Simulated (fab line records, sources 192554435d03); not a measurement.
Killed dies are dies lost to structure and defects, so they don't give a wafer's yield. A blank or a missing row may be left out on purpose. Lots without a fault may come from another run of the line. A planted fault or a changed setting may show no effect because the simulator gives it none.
Split-lot experiment | flow n5_finfet | 7 lots, 21 wafers read, on a route of 1938 steps

THE SPLIT
At N5_DUMMY_GATE_CVD_03 (deposits a-Si from SiH4, target thk 150 nm, time 8042 s), the setting temp_c was moved away from the recipe's 530 C on 9 of the 21 wafers read, by -4.1% to +3.8%. The other wafers ran this setting at the recipe's value.

The reading is taken at the split's own step.

THE READING
a-Si_of_DUMMY_GATE_CVD_03.thk_nm (the simulator's own value, which no gauge read), in nm, at N5_DUMMY_GATE_CVD_03 (deposits a-Si from SiH4, target thk 150 nm, time 8042 s). The file gives no usual value for it. The 12 wafers here that ran the recipe average 149.5 nm, standard deviation 1.1 nm.

wafer  | tool, chamber at the split | temp_c as run, C | against the recipe | a-Si_of_DUMMY_GATE_CVD_03.thk_nm, nm | against lot-mates on the recipe
L075.1 | -, -                       | 530              | recipe             | 150.2                                | -
L075.4 | -, -                       | 530              | recipe             | 149.4                                | -
L075.6 | -, -                       | 530              | recipe             | 148.6                                | -
L076.1 | -, -                       | 550.1            | +3.8%              | 260.8                                | no lot-mate on the recipe
L076.5 | -, -                       | 550.1            | +3.8%              | 260.8                                | no lot-mate on the recipe
L076.2 | -, -                       | 550.1            | +3.8%              | 260.6                                | no lot-mate on the recipe
L084.1 | -, -                       | 522.6            | -1.4%              | 124.4                                | no lot-mate on the recipe
L084.5 | -, -                       | 522.6            | -1.4%              | 122.2                                | no lot-mate on the recipe
L084.6 | -, -                       | 522.6            | -1.4%              | 124                                  | no lot-mate on the recipe
L089.3 | lpcvd-02, 1/50             | 530              | recipe             | 150                                  | -
L089.5 | lpcvd-02, 1/59             | 530              | recipe             | 148.6                                | -
L089.6 | lpcvd-02, 1/64             | 530              | recipe             | 151.4                                | -
L094.1 | -, -                       | 508.5            | -4.1%              | 79.6                                 | no lot-mate on the recipe
L094.4 | -, -                       | 508.5            | -4.1%              | 79.8                                 | no lot-mate on the recipe
L094.6 | -, -                       | 508.5            | -4.1%              | 80.4                                 | no lot-mate on the recipe
L095.4 | -, -                       | 530              | recipe             | 151                                  | -
L095.5 | -, -                       | 530              | recipe             | 149.2                                | -
L095.6 | -, -                       | 530              | recipe             | 150.6                                | -
L097.4 | -, -                       | 530              | recipe             | 149.4                                | -
L097.5 | -, -                       | 530              | recipe             | 148.8                                | -
L097.6 | -, -                       | 530              | recipe             | 147.4                                | -

THE FIT
A straight line over all 21 wafers: a-Si_of_DUMMY_GATE_CVD_03.thk_nm changes by +23 nm for each +1% of temp_c; r = +0.98; the points scatter about the line by 11 nm.
Too few moved wafers have a lot-mate on the recipe to fit a line with each lot's own level taken away.

THE FILE'S OWN FIT
a-Si_of_DUMMY_GATE_CVD_03.thk_nm changes by +23 nm for each +1% of temp_c, r = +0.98.
